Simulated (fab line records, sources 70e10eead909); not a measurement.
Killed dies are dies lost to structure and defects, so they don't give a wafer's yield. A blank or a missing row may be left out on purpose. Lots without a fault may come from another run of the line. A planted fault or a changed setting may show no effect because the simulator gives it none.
fab line records | flow nand_harc
record lots=6 wafers=18 last_day=24
route steps=1159 shown A_BONDPAD@1074 END@1159
lots that met no fault: from a run of the same line without faults
start_h: hours from the record's first day to the start of the lot's first wafer shown | wait_h: hours since the lot's step before | " the same as in the row above | L1.1+2: a row that stands for several wafers | - no value, or no start given | * or withheld: withheld | < > ~ a bound
route shown NAME@n: a module of which the file shows steps, and the number in the route of the first | usual: mean/standard deviation of fault-free wafers | same: alike in all rows | chamber/n: place in a boat | sites: the reading at each site | _std_site: their standard deviation | _edge_site: outer sites' mean less inner sites' | radius_mm: how far each site lies from the wafer's centre | mask NAME#n: copy n | behind: the tool/chamber that last shaped the wafer | hold: why the lot was held/for how many hours/how that ended | device: the transistor (n, p or np) that didn't switch | end of line: the same wafers' tests at the end of the route | a step without rows: its recipe alone | killed: dies lost to structure and defects at the first sort, not the wafer's yield | map: a wafer's dies, x killed, . not, _ none there
set.NAME: the setting as run; set.NAME@STEP: as run at that earlier step | model.NAME: the simulator's own value behind a step, which no gauge read
lots at some steps of the route; a table a step, a row a wafer
services: from which hour (start_h, from the record's first day; less than 0 if before it) a tool's chamber was out of use, for how many hours, and why
## steps
# step NHARC_A_BONDPAD_HARDBAKE_10
# recipe temp_c=118 time_s=65
# step NHARC_A_BONDPAD_DESCUM_11
# recipe time_s=3 o2_flow_sccm=200 ar_flow_sccm=0 bias_power_w=0 chemistry=O2
# step NHARC_A_BONDPAD_ETCH_34
# recipe target_depth_a=600 overetch_a=180 time_s=65.91 ion_energy_ev=200 n2_flow_sccm=150 h2_flow_sccm=150 ar_flow_sccm=0 rf_w=400 bias_w=150 chemistry=N2/H2
# usual chamber_pressure_mTorr=30.002/0.028 drypump_motor_current_A=5.6/0.38 mfc_ar_sccm=0.011/0.009 oes_product_au=0.999/0.0072 rf_vpp_V=429.3/2.9 showerhead_plenum_p_Torr=2.00/0.095 throttle_valve_pct=14.171/0.01
# columns lot.wafer tool chamber start_h wait_h chamber_pressure_mTorr drypump_motor_current_A mfc_ar_sccm oes_product_au rf_hours_counter_h rf_vpp_V showerhead_plenum_p_Torr throttle_valve_pct
L317.1 rie_diel-09 2 423.48 0.1 30.016 5.6 0.017 0.994 6 428.2 1.95 14.166
L317.4 " 1 " " 30.004 5.9 0 1.009 6 434.6 2.14 14.180
L317.6 " 2 " " 29.939 5.6 0.017 1.007 - 427.8 1.95 14.157
L322.1 rie_diel-04 1 458.00 0.1 29.993 5.3 0 1.000 28 427.1 1.93 14.159
L322.5 " 3 " " 29.975 4.9 0.012 1.003 - 427.5 1.90 14.174
L322.6 " 0 " " 29.994 6.4 0.023 1.011 - 431.6 2.05 14.177
L328.1 rie_diel-09 1 473.77 0.1 30.030 5.9 0 0.993 1 431.9 2.14 14.173
L328.4 " 3 " " 29.999 5.5 0.010 1.014 1 427.1 1.90 14.188
L328.6 " 0 " " 29.991 5.8 0.024 1.001 - 428.8 2.00 14.166
L330.4 rie_diel-09 2 497.16 0.1 29.981 5.6 0.017 1.000 1 428.3 1.94 14.147
L330.1 " 3 " " 29.965 5.5 0.010 0.988 1 425.3 1.90 14.175
L330.6 " 1 " " 30.015 5.9 0 0.994 - 434.0 2.14 14.182
L329.1 rie_diel-09 2 498.08 0.1 30.019 5.6 0.017 0.995 2 427.5 1.95 14.156
L329.2 " 3 " " 30.007 5.5 0.010 0.985 1 427.4 1.90 14.169
L329.4 " 0 " " 29.965 5.8 0.024 0.992 2 428.5 2.00 14.166
L339.1 rie_diel-09 2 544.60 0.1 30.049 5.6 0.017 1.001 3 429.7 1.94 14.195
L339.4 " 3 " " 29.971 5.5 0.010 1.001 3 426.8 1.89 14.166
L339.5 " 2 " " 30.001 5.6 0.017 0.993 - 427.5 1.94 14.194
# step NHARC_A_BONDPAD_ETCH_12
# recipe target_depth_a=2200 time_s=110 chf3_flow_sccm=50 o2_flow_sccm=10 ar_flow_sccm=200 rf_w=500 bias_w=200 chemistry=CHF3/O2
# usual chamber_pressure_mTorr=25.000/0.023 drypump_motor_current_A=5.7/0.4 mfc_ar_sccm=200.0/0.63 oes_product_au=0.945/0.021 rf_vpp_V=369.5/2.3 showerhead_plenum_p_Torr=2.35/0.1 throttle_valve_pct=20.571/0.0098
# columns lot.wafer tool chamber start_h wait_h chamber_pressure_mTorr drypump_motor_current_A mfc_ar_sccm oes_product_au rf_hours_counter_h rf_vpp_V showerhead_plenum_p_Torr throttle_valve_pct
L317.4 rie_diel-09 3 - - 24.995 5.5 201.5 0.962 5 368.2 2.24 20.570
L317.1 " 0 " " 25.016 5.8 200.1 0.963 5 368.3 2.36 20.580
L317.6 " 3 " " 25.004 5.5 200.2 0.962 - 368.0 2.24 20.573
L322.1 rie_diel-04 0 - - 25.012 6.4 198.6 0.921 26 370.7 2.41 20.574
L322.5 " 0 " " 24.988 6.3 199.6 0.937 - 370.0 2.41 20.581
L322.6 " 1 " " 25.039 5.3 199.9 0.931 - 368.2 2.28 20.579
L328.1 rie_diel-09 0 - - 25.018 5.8 199.5 0.974 1 369.4 2.36 20.573
L328.4 " 3 " " 25.025 5.5 200.1 0.975 1 367.8 2.24 20.559
L328.6 " 0 " " 25.009 5.8 200.7 0.973 - 369.9 2.36 20.566
L330.4 rie_diel-09 3 - - 25.021 5.5 200.4 0.941 1 366.0 2.24 20.565
L330.1 " 0 " " 24.976 5.8 199.9 0.952 1 369.4 2.36 20.582
L330.6 " 0 " " 24.971 5.8 200.3 0.957 - 369.5 2.36 20.565
L329.1 rie_diel-09 1 - - 25.021 5.9 199.3 0.981 2 374.0 2.51 20.583
L329.2 " 2 " " 24.995 5.6 200.8 0.984 2 369.1 2.30 20.563
L329.4 " 0 " " 25.041 5.8 200.1 0.960 2 369.9 2.36 20.579
L339.1 rie_diel-09 2 - - 24.979 5.6 200.1 0.926 3 369.2 2.30 20.575
L339.4 " 3 " " 25.014 5.5 199.4 0.926 3 367.3 2.24 20.573
L339.5 " 3 " " 24.965 5.5 198.7 0.921 - 366.1 2.24 20.571
# step NHARC_A_BONDPAD_CD_MEAS_13
# usual cd_nm=499.3/1.6
# columns lot.wafer tool chamber start_h wait_h cd_nm
L317.1 cd_sem-02 - 423.71 - 498.7
L317.4 " - " " 500.7
L317.6 " - " " 501.0
L322.1 cd_sem-03 - 458.22 - 499.7
L322.5 " - " " 497.0
L322.6 " - " " 498.1
L328.1 cd_sem-02 - 473.99 - 500.6
L328.4 " - " " 501.0
L328.6 " - " " 501.7
L330.1 cd_sem-03 - 497.39 - 501.8
L330.4 " - " " 503.5
L330.6 " - " " 501.3
L329.1 cd_sem-02 - 498.31 - 501.7
L329.2 " - " " 502.2
L329.4 " - " " 500.0
L339.1 cd_sem-03 - 544.83 - 500.7
L339.4 " - " " 499.6
L339.5 " - " " 501.1
# step NHARC_A_BONDPAD_STRIP_15
# recipe o2_flow_sccm=500 ar_flow_sccm=0 bias_w=0 chemistry=O2
# step NHARC_A_BONDPAD_ETCH_24
# recipe target_depth_a=300 over_etch_frac=0.3 time_s=72.99 ion_energy_ev=150 cf4_flow_sccm=50 n2_flow_sccm=100 ar_flow_sccm=150 rf_w=300 bias_w=100 chemistry=CF4/N2
# usual cf4_flow_sccm=50.01/0.15 chamber_pressure_mTorr=29.995/0.03 drypump_motor_current_A=5.7/0.37 mfc_ar_sccm=150.0/0.46 oes_product_au=1.000/0.0079 rf_vpp_V=313.2/2.2 showerhead_plenum_p_Torr=2.58/0.12 throttle_valve_pct=19.794/0.0095
# columns lot.wafer tool chamber start_h wait_h cf4_flow_sccm chamber_pressure_mTorr drypump_motor_current_A mfc_ar_sccm oes_product_au rf_hours_counter_h rf_vpp_V showerhead_plenum_p_Torr throttle_valve_pct
L317.4 rie_diel-02 0 - - 49.93 30.046 5.7 149.7 1.005 36 312.0 2.45 19.787
L317.1 " 1 " " 50.01 29.996 6.3 150.6 0.994 33 310.6 2.45 19.798
L317.6 " 0 " " 49.94 29.995 5.7 149.4 1.005 - 310.0 2.45 19.791
L322.1 rie_diel-09 0 - - 50.04 29.991 5.8 149.9 1.001 0 313.1 2.58 19.788
L322.6 " 3 " " 50.11 30.021 5.5 150.4 1.007 - 311.4 2.46 19.809
L322.5 " 0 " " 50.06 29.983 5.8 150.9 0.989 - 314.0 2.58 19.786
L328.4 rie_diel-09 0 - - 50.08 29.966 5.8 150.8 1.000 1 312.4 2.58 19.800
L328.1 " 3 " " 49.89 30.030 5.5 150.2 1.005 1 311.6 2.45 19.784
L328.6 " 1 " " 49.86 30.018 6.0 150.2 0.998 - 316.1 2.75 19.799
L330.4 rie_diel-09 2 - - 50.09 30.039 5.6 149.6 0.995 1 310.8 2.51 19.802
L330.1 " 3 " " 50.30 30.038 5.5 150.4 0.999 1 310.5 2.45 19.796
L330.6 " 1 " " 49.88 30.000 5.9 150.1 0.999 - 317.2 2.75 19.786
L329.2 rie_diel-09 3 - - 49.92 29.965 5.4 149.7 0.993 2 311.4 2.45 19.786
L329.1 " 1 " " 49.93 30.023 6.0 150.0 0.999 2 316.4 2.75 19.786
L329.4 " 2 " " 50.23 29.996 5.6 149.4 1.000 2 311.5 2.51 19.793
L339.1 rie_diel-09 0 - - 50.00 29.973 5.8 149.5 1.002 3 314.2 2.58 19.800
L339.4 " 2 " " 50.21 29.831 5.6 150.0 1.004 3 310.8 2.51 19.791
L339.5 " 0 " " 49.49 29.983 5.8 149.6 0.997 - 311.2 2.58 19.785
# step NHARC_A_BONDPAD_STRIP_16
# recipe time_s=600 temp_c=30 chemistry=post_etch_residue_remover
# step NHARC_A_BONDPAD_DEGAS_25
# recipe temp_c=300 time_s=60
# step NHARC_A_BONDPAD_PRE_CLEAN_26
# recipe time_s=30 temp_c=280 gas=H2/He
# usual heater_power_w=425/48
# columns lot.wafer tool chamber start_h wait_h heater_power_w
L317.4 pvd_sputter-02 - - - 376
L317.1 " - " " 371
L317.6 " - " " 406
L322.1 pvd_sputter-01 - - - 460
L322.6 " - " " 437
L322.5 " - " " 447
L328.4 pvd_sputter-03 - - - 391
L328.1 " - " " 378
L328.6 " - " " 480
L330.1 pvd_sputter-01 - - - 429
L330.4 " - " " 454
L330.6 " - " " 433
L329.1 pvd_sputter-02 - - - 411
L329.4 " - " " 382
L329.2 " - " " 511
L339.4 pvd_sputter-03 - - - 376
L339.1 " - " " 454
L339.5 " - " " 370
# step NHARC_A_BONDPAD_PVD_17
# recipe target_thk_a=50 bias_v=168.6 power_w=15000 chamber_pressure_pa=0.12 time_s=8.06 substrate_temp_c=50 material=TaN
# step NHARC_A_BONDPAD_PVD_27
# recipe target_thk_a=300 chamber_pressure_pa=5 power_w=5000 substrate_temp_c=30 time_s=20.49 material=Cu
# step NHARC_A_BONDPAD_ECD_18
# recipe target_thk_a=4000 bath_temp_c=25 material=Cu
# usual bath_temp_c=24.99/0.12
# columns lot.wafer tool chamber start_h wait_h bath_temp_c
L317.1 ecd_cu-02 1 424.88 - 25.00
L317.4 " 1 " " 25.16
L317.6 " 0 " " 24.70
L322.1 ecd_cu-01 0 459.21 - 24.98
L322.5 " 0 " " 25.12
L322.6 " 1 " " 24.83
L328.1 ecd_cu-02 0 475.03 - 25.14
L328.4 " 0 " " 24.89
L328.6 " 1 " " 25.09
L330.1 ecd_cu-01 0 498.39 - 25.07
L330.4 " 0 " " 25.13
L330.6 " 0 " " 25.14
L329.1 ecd_cu-01 0 499.29 - 24.98
L329.2 " 1 " " 24.82
L329.4 " 0 " " 25.06
L339.1 ecd_cu-02 0 545.88 - 25.16
L339.4 " 0 " " 25.23
L339.5 " 0 " " 25.04
# step NHARC_A_BONDPAD_ANNEAL_28
# recipe temp_c=225 time_s=90
# step NHARC_A_BONDPAD_CMP_19
# recipe t_overpolish_s=30 cu_recess_touch_s=16 target_thk_nm=169.8
# usual motor_current_A=12.1/0.67 overpolish_run_s=30.001/0.0096 retaining_ring_pressure_frac=1.000/0.0046
# columns lot.wafer tool chamber start_h wait_h motor_current_A overpolish_run_s retaining_ring_pressure_frac
L317.1 cmp-04 3 425.64 - 12.6 30.010 1.001
L317.4 " 1 " " 12.9 30.003 0.996
L317.6 " 3 " " 11.8 29.993 1.002
L322.1 cmp-03 3 459.99 - 11.4 30.001 0.996
L322.5 " 1 " " 12.0 30.009 0.998
L322.6 " 2 " " 11.4 30.025 0.999
L328.4 cmp-04 1 475.73 - 13.0 29.985 1.012
L328.1 " 0 " " 12.1 29.986 0.999
L328.6 " 2 " " 11.9 29.991 1.003
L330.4 cmp-03 3 499.17 - 12.9 30.011 1.002
L330.1 " 0 " " 12.6 29.995 1.001
L330.6 " 2 " " 11.4 29.992 0.999
L329.1 cmp-01 3 500.04 - 11.4 30.001 0.994
L329.4 " 0 " " 11.8 29.996 1.002
L329.2 " 1 " " 11.9 29.996 1.003
L339.1 cmp-03 0 546.61 - 13.5 29.983 0.990
L339.4 " 1 " " 11.7 30.001 1.002
L339.5 " 3 " " 12.3 30.001 1.002
# step NHARC_A_BONDPAD_THK_MEAS_20
# recipe thk_meas_gauge=xrf
# usual thk_nm=169.5/1.3
# columns lot.wafer tool chamber start_h wait_h thk_nm
L317.1 film_metro-02 - 425.96 - 172.1
L317.4 " - " " 169.3
L317.6 " - " " 171.5
L322.1 film_metro-02 - 460.26 - 169.4
L322.5 " - " " 168.9
L322.6 " - " " 169.4
L328.1 film_metro-02 - 476.05 - 169.8
L328.4 " - " " 170.6
L328.6 " - " " 166.9
L330.1 film_metro-02 - 499.46 - 169.9
L330.4 " - " " 117.9
L330.6 " - " " 120.4
L329.1 film_metro-02 - 500.33 - 168.9
L329.2 " - " " 170.7
L329.4 " - " " 120.5
L339.1 film_metro-01 - 546.88 - 168.3
L339.4 " - " " 170.9
L339.5 " - " " 171.0
# step NHARC_A_BONDPAD_SRD_21
# recipe time_s=30 temp_c=23 dry_time_s=20 spin_rpm=1500
# step NHARC_END_SORT_01
# recipe temp_c=25
# usual defect_limited_yield=95.0/1.7 killed_at_array=29/12 killed_at_other=0.7/1 killed_at_periphery=4/3.2 killed_dies=34/12 killed_open=3.4/2 killed_short=1.8/1.3 sort_bin_2_pct=1.6/0.7 sort_bin_3_pct=0.26/0.23 sort_bin_4_pct=3.1/1.1 sort_n_pass=643/12 sort_rim_yield_pct=96.4/2.6 sort_yield_pct=95.0/1.7
# same gross_dies=677 sort_bin_5_pct[%]=0 sort_bin_6_pct[%]=0 sort_bin_7_pct[%]=0 sort_bin_8_pct[%]=0 sort_rim_n_gross=106.00
# columns lot.wafer tool chamber start_h wait_h defect_limited_yield[%] killed_at_array killed_at_other killed_at_periphery killed_dies killed_open killed_short sort_bin_2_pct[%] sort_bin_3_pct[%] sort_bin_4_pct[%] sort_n_pass sort_rim_yield_pct[%] sort_yield_pct[%]
L317.1 prober-01 0 463.38 2.5 96.8 14 0 8 22 9 2 1.6 0 1.6 655 98.1 96.8
L317.4 prober-01 0 465.78 3.4 97.9 12 0 2 14 3 2 0.4 0.30 1.3 663 98.1 97.9
L317.6 prober-01 0 467.37 4.0 97.6 8 1 7 16 6 2 0.4 0 1.9 661 96.2 97.6
L322.1 prober-01 0 489.53 2.4 97.0 13 2 5 20 6 2 0.9 0.15 1.9 657 98.1 97.0
L322.6 prober-01 0 493.51 4.0 97.0 13 0 7 20 4 1 1.3 0.15 1.5 657 99.1 97.0
L329.1 prober-01 0 530.10 2.5 97.9 14 0 0 14 0 1 0.4 0.15 1.5 663 98.1 97.9
L329.2 prober-01 0 530.91 2.8 97.5 16 0 1 17 1 0 0.4 0.15 1.9 660 99.1 97.5
L329.4 prober-01 0 532.52 3.4 0 675 1 1 677 2 3 98.4 0.15 1.5 0 0 0
L330.4 prober-02 0 532.52 3.4 0 672 1 4 677 5 3 94.8 0.44 4.7 0 0 0
L330.6 prober-02 0 534.12 4.0 0 676 1 0 677 2 2 95.3 0.44 4.3 0 0 0
# killed by level:class
L317.1 P_M0:geometric_particle:open=3 P_GATE:geometric_particle:open=2 A_CHANNEL_HOLE_D1:chamber_film_flake=2 A_SLIT:chamber_film_flake=2 A_WL_FILL:chamber_film_flake=2 A_CONTACT:chamber_film_flake=2 P_CONTACT:geometric_particle:open=1 A_CHANNEL_HOLE_D1:geometric_particle:short=1
L317.4 A_WL_FILL:chamber_film_flake=5 P_CONTACT:geometric_particle:open=1 A_CHANNEL_FILL_D1:geometric_particle:short=1 A_WL_FILL:geometric_particle:open=1 A_CONTACT:geometric_particle:open=1 A_M1:geometric_particle:short=1 P_STI:chamber_film_flake=1 A_CHANNEL_HOLE_D1:chamber_film_flake=1
L317.6 P_M0:geometric_particle:open=2 P_STI:chamber_film_flake=2 A_CHANNEL_HOLE_D1:chamber_film_flake=2 A_WL_FILL:chamber_film_flake=2 P_GATE:geometric_particle:open=1 P_GATE:geometric_particle:short=1 A_CHANNEL_FILL_D1:geometric_particle:open=1 A_WL_FILL:geometric_particle:open=1
L322.1 A_STAIRCASE:chamber_film_flake=4 P_M2:chamber_film_flake=3 A_ONON_D1:geometric_particle:open=2 A_CONTACT:chamber_film_flake=2 P_CONTACT:geometric_particle:short=1 A_CHANNEL_FILL_D1:geometric_particle:open=1 A_WL_FILL:geometric_particle:open=1 A_M0:geometric_particle:short=1
L322.6 A_CHANNEL_HOLE_D1:chamber_film_flake=5 P_M2:chamber_film_flake=3 A_ONON_D1:geometric_particle:open=2 P_CONTACT:chamber_film_flake=2 A_STAIRCASE:chamber_film_flake=2 P_GATE:geometric_particle:open=1 A_WL_FILL:geometric_particle:short=1 A_M0:geometric_particle:open=1
L329.1 A_STAIRCASE:chamber_film_flake=7 A_CHANNEL_HOLE_D1:chamber_film_flake=4 A_WL_FILL:geometric_particle:short=1 A_CHANNEL_FILL_D1:chamber_film_flake=1 A_CONTACT:chamber_film_flake=1
L329.2 A_CHANNEL_HOLE_D1:chamber_film_flake=5 A_CONTACT:chamber_film_flake=5 A_STAIRCASE:chamber_film_flake=4 P_M0:geometric_particle:open=1 A_ZERO_WELL:chamber_film_flake=1 A_WL_FILL:chamber_film_flake=1
L329.4 A_BONDPAD:area_ecd=661 A_CHANNEL_HOLE_D1:chamber_film_flake=4 A_CONTACT:chamber_film_flake=3 A_STAIRCASE:chamber_film_flake=2 A_WL_FILL:chamber_film_flake=2 P_STI:geometric_particle:open=1 A_CHANNEL_HOLE_D1:geometric_particle:open=1 A_CHANNEL_FILL_D1:geometric_particle:short=1
L330.4 A_BONDPAD:area_ecd=625 A_SLIT:chamber_film_flake=17 A_CHANNEL_HOLE_D1:chamber_film_flake=15 A_STAIRCASE:chamber_film_flake=3 A_WL_FILL:chamber_film_flake=3 A_CONTACT:chamber_film_flake=3 P_CONTACT:geometric_particle:open=2 A_SGD_CUT:geometric_particle:short=2
L330.6 A_BONDPAD:area_ecd=636 A_CHANNEL_HOLE_D1:chamber_film_flake=17 A_SLIT:chamber_film_flake=16 A_STAIRCASE:chamber_film_flake=2 A_WL_FILL:geometric_particle:short=1 A_M0:geometric_particle:open=1 A_M1:geometric_particle:open=1 STARTING-WAFER:geometric_particle:short=1
# map L329.4 (x killed, . not)
____________x____________
_________xxxxxxx_________
_______xxxxxxxxxxx_______
______xxxxxxxxxxxxx______
_____xxxxxxxxxxxxxxx_____
____xxxxxxxxxxxxxxxxx____
____xxxxxxxxxxxxxxxxx____
___xxxxxxxxxxxxxxxxxxx___
___xxxxxxxxxxxxxxxxxxx___
__xxxxxxxxxxxxxxxxxxxxx__
__xxxxxxxxxxxxxxxxxxxxx__
_xxxxxxxxxxxxxxxxxxxxxxx_
_xxxxxxxxxxxxxxxxxxxxxxx_
_xxxxxxxxxxxxxxxxxxxxxxx_
_xxxxxxxxxxxxxxxxxxxxxxx_
_xxxxxxxxxxxxxxxxxxxxxxx_
xxxxxxxxxxxxxxxxxxxxxxxxx
xxxxxxxxxxxxxxxxxxxxxxxxx
xxxxxxxxxxxxxxxxxxxxxxxxx
xxxxxxxxxxxxxxxxxxxxxxxxx
xxxxxxxxxxxxxxxxxxxxxxxxx
_xxxxxxxxxxxxxxxxxxxxxxx_
_xxxxxxxxxxxxxxxxxxxxxxx_
_xxxxxxxxxxxxxxxxxxxxxxx_
_xxxxxxxxxxxxxxxxxxxxxxx_
_xxxxxxxxxxxxxxxxxxxxxxx_
__xxxxxxxxxxxxxxxxxxxxx__
__xxxxxxxxxxxxxxxxxxxxx__
___xxxxxxxxxxxxxxxxxxx___
___xxxxxxxxxxxxxxxxxxx___
____xxxxxxxxxxxxxxxxx____
____xxxxxxxxxxxxxxxxx____
_____xxxxxxxxxxxxxxx_____
______xxxxxxxxxxxxx______
_______xxxxxxxxxxx_______
_________xxxxxxx_________
____________x____________
# map L330.4 (x killed, . not)
____________x____________
_________xxxxxxx_________
_______xxxxxxxxxxx_______
______xxxxxxxxxxxxx______
_____xxxxxxxxxxxxxxx_____
____xxxxxxxxxxxxxxxxx____
____xxxxxxxxxxxxxxxxx____
___xxxxxxxxxxxxxxxxxxx___
___xxxxxxxxxxxxxxxxxxx___
__xxxxxxxxxxxxxxxxxxxxx__
__xxxxxxxxxxxxxxxxxxxxx__
_xxxxxxxxxxxxxxxxxxxxxxx_
_xxxxxxxxxxxxxxxxxxxxxxx_
_xxxxxxxxxxxxxxxxxxxxxxx_
_xxxxxxxxxxxxxxxxxxxxxxx_
_xxxxxxxxxxxxxxxxxxxxxxx_
xxxxxxxxxxxxxxxxxxxxxxxxx
xxxxxxxxxxxxxxxxxxxxxxxxx
xxxxxxxxxxxxxxxxxxxxxxxxx
xxxxxxxxxxxxxxxxxxxxxxxxx
xxxxxxxxxxxxxxxxxxxxxxxxx
_xxxxxxxxxxxxxxxxxxxxxxx_
_xxxxxxxxxxxxxxxxxxxxxxx_
_xxxxxxxxxxxxxxxxxxxxxxx_
_xxxxxxxxxxxxxxxxxxxxxxx_
_xxxxxxxxxxxxxxxxxxxxxxx_
__xxxxxxxxxxxxxxxxxxxxx__
__xxxxxxxxxxxxxxxxxxxxx__
___xxxxxxxxxxxxxxxxxxx___
___xxxxxxxxxxxxxxxxxxx___
____xxxxxxxxxxxxxxxxx____
____xxxxxxxxxxxxxxxxx____
_____xxxxxxxxxxxxxxx_____
______xxxxxxxxxxxxx______
_______xxxxxxxxxxx_______
_________xxxxxxx_________
____________x____________
## services
# columns tool chamber start_h hours kind
cmp-04 - 399.81 4.0 pm
rie_diel-09 3 402.09 15.4 repair
rie_diel-04 2 411.88 3.5 repair
ecd_cu-01 - 424.15 6.5 repair
rie_diel-09 - 431.10 9.0 pm
cmp-04 - 432.19 0.6 repair
rie_diel-04 1 435.79 1.6 repair
cmp-03 - 440.93 2.2 repair
pvd_sputter-03 - 444.97 5.4 repair
ecd_cu-01 - 448.12 8.0 pm
cmp-03 - 451.48 4.0 pm
pvd_sputter-03 - 458.00 10.0 pm
rie_diel-04 - 466.00 9.0 pm
pvd_sputter-01 - 472.80 9.2 repair
rie_diel-04 - 479.07 0.4 repair
ecd_cu-01 - 497.42 0.6 repair
cmp-04 - 497.81 4.0 pm
pvd_sputter-02 - 499.27 7.8 repair
cmp-04 - 502.99 2.9 repair
cmp-04 - 507.28 2.1 repair
pvd_sputter-03 - 515.57 6.9 repair
pvd_sputter-02 - 519.67 3.2 repair
pvd_sputter-01 - 527.17 10.0 pm
ecd_cu-02 - 532.00 8.0 pm
## key
first_sign step=NHARC_A_BONDPAD_THK_MEAS_20 reading=thk_nm direction=down sigmas=38 usual=169.5 struck=119.6
effect step=NHARC_END_SORT_01 reading=sort_bin_2_pct direction=up sigmas=99+ usual=1.6 struck=96.2
more_kills_born_at NHARC_A_BONDPAD_ECD_18@ecd_cu-01=1922
met_at NHARC_A_BONDPAD_ECD_18
struck_wafers L329.4,L330.4,L330.6
later_rows_left_out L329.4,L330.4,L330.6
onset_between 459.21 498.39
fault kind=process_parameter_drift tool=ecd_cu-01 chamber=- onset_h=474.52 steps=NHARC_A_BONDPAD_ECD_18 channel=target_thk_a offset=* shape=step end_h=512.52 scope=struck_wafers_only acts_in=* stated=*
# later_rows_left_out: the simulator's readings of these wafers behind a module that went badly wrong aren't trusted and aren't shown, but for the sort
